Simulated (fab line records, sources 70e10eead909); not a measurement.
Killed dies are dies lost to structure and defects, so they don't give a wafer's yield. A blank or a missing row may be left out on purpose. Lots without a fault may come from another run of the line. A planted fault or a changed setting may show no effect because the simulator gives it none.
Chamber matching | flow nand_harc | NHARC_A_STAIRCASE_TRIM_20 on rie_diel-01: 4 sister chambers
The step chemistry O2, time 211.2 s. 4 wafers are shown with their chamber, then 7 later ones without.

WAFERS WITH THEIR CHAMBER
wafer  | chamber | showerhead_plenum_p_Torr (Torr)
L081.2 | 1       | 3.77
L082.6 | 0       | 3.44
L084.4 | 2       | 3.56
L084.5 | 3       | 3.36

WAFERS WITHOUT THEIR CHAMBER
wafer  | showerhead_plenum_p_Torr (Torr)
L084.6 | 3.44
L086.2 | 3.36
L086.5 | 3.36
L086.6 | 3.44
L097.1 | 3.53
L097.3 | 3.73
L097.6 | 3.53

WHICH CHAMBER EACH WENT THROUGH
wafer  | from the rows above | in truth
L084.6 | 0                   | 0
L086.2 | 3                   | 3
L086.5 | 3                   | 3
L086.6 | 0                   | 0
L097.1 | 2                   | 2
L097.3 | 1                   | 1
L097.6 | 2                   | 2
Placed correctly: 7 of 7. Can't be placed from these rows: 0. Placed wrongly: 0.
How it was worked out, from the rows above alone: a wafer's distance from a chamber is the root of the sum, over the readings, of the square of ((its reading less the chamber's mean) divided by the reading's scatter). The wafer belongs to the nearest chamber; if the next one is less than 2 further off, it can't be placed. A chamber's mean is the mean of its shown wafers. The scatter: with one shown wafer a chamber, the root of the mean of the squares of how far each hidden wafer lies from its nearest shown one.
